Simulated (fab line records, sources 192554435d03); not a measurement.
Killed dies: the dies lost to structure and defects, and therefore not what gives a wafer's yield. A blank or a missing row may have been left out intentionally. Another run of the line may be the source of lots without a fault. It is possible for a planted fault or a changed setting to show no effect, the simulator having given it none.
Chamber matching + flow n5-finfet + rie-diel-04 running N5_MOL_CONTACT_COAG_ETCH_59: 4 sister chambers
The step etches underlayer in N2/H2, target depth 13 nm, time 10.4 s. 16 wafers are shown with their chamber, then 8 later ones without.

== WAFERS WITH THEIR CHAMBER ==
| wafer  | chamber | showerhead-plenum-p-Torr (Torr) | drypump-motor-current-A (A) | etch-rf-on-time-s (s) |
|--------|---------|---------------------------------|-----------------------------|-----------------------|
| L075.1 | 2       | 2.64                            | 5.42                        | 10.5                  |
| L075.2 | 1       | 2.51                            | 5.90                        | 10.0                  |
| L075.3 | 0       | 2.49                            | 5.84                        | 10.2                  |
| L075.4 | 3       | 2.66                            | 5.25                        | 10.7                  |
| L075.5 | 2       | 2.64                            | 5.42                        | 10.5                  |
| L075.6 | 1       | 2.51                            | 5.91                        | 9.9                   |
| L080.1 | 2       | 2.64                            | 5.45                        | 10.6                  |
| L080.2 | 3       | 2.66                            | 5.24                        | 10.7                  |
| L080.3 | 1       | 2.51                            | 5.92                        | 9.9                   |
| L080.4 | 0       | 2.49                            | 5.86                        | 10.1                  |
| L080.5 | 1       | 2.51                            | 5.95                        | 9.8                   |
| L080.6 | 0       | 2.49                            | 5.85                        | 10.2                  |
| L083.2 | 3       | 2.65                            | 5.24                        | 10.7                  |
| L083.3 | 2       | 2.64                            | 5.40                        | 10.7                  |
| L083.6 | 2       | 2.64                            | 5.40                        | 10.6                  |
| L087.1 | 3       | 2.65                            | 5.22                        | 10.7                  |

SIGNATURES (averages over the wafers above)
| reading                  | chamber 0 | chamber 1 | chamber 2 | chamber 3 | scatter within a chamber |
|--------------------------|-----------|-----------|-----------|-----------|--------------------------|
| showerhead-plenum-p-Torr | 2.4900    | 2.5100    | 2.6400    | 2.6550    | 0.00289                  |
| drypump-motor-current-A  | 5.8500    | 5.9200    | 5.4180    | 5.2375    | 0.0177                   |
| etch-rf-on-time-s        | 10.167    | 9.900     | 10.580    | 10.700    | 0.0675                   |
Rule: a wafer lies at a distance from a chamber equal to the root of the sum of squares, over the readings, of (its reading less the chamber's mean, divided by the reading's scatter). If the next closest chamber is less than 2 further off than the closest, the wafer can't be placed; otherwise it belongs to the closest. The scatter: take each reading less its chamber's mean, square it, sum over the shown wafers, divide by the number of wafers less the number of chambers, and take the root.

== WAFERS WITH NO CHAMBER GIVEN ==
| wafer  | showerhead-plenum-p-Torr (Torr) | drypump-motor-current-A (A) | etch-rf-on-time-s (s) |
|--------|---------------------------------|-----------------------------|-----------------------|
| L087.2 | 2.48                            | 5.87                        | 10.0                  |
| L087.6 | 2.63                            | 5.37                        | 10.6                  |
| L094.2 | 2.50                            | 5.91                        | 9.9                   |
| L094.3 | 2.48                            | 5.86                        | 10.0                  |
| L094.4 | 2.48                            | 5.86                        | 9.9                   |
| L095.1 | 2.50                            | 5.93                        | 10.1                  |
| L095.2 | 2.64                            | 5.25                        | 10.8                  |
| L095.6 | 2.50                            | 5.93                        | 10.0                  |

== CHAMBER TAKEN BY EACH ==
| wafer  | from the rows above     | in truth |
|--------|-------------------------|----------|
| L087.2 | 0                       | 0        |
| L087.6 | 2                       | 2        |
| L094.2 | 1                       | 1        |
| L094.3 | 0                       | 0        |
| L094.4 | 0                       | 0        |
| L095.1 | can't be placed: 1 or 0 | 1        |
| L095.2 | 3                       | 3        |
| L095.6 | 1                       | 1        |
7 of 8 placed correctly. Cannot be placed on the basis of these rows: 1; the candidates contain the true chamber in 1. Wrongly placed: 0.
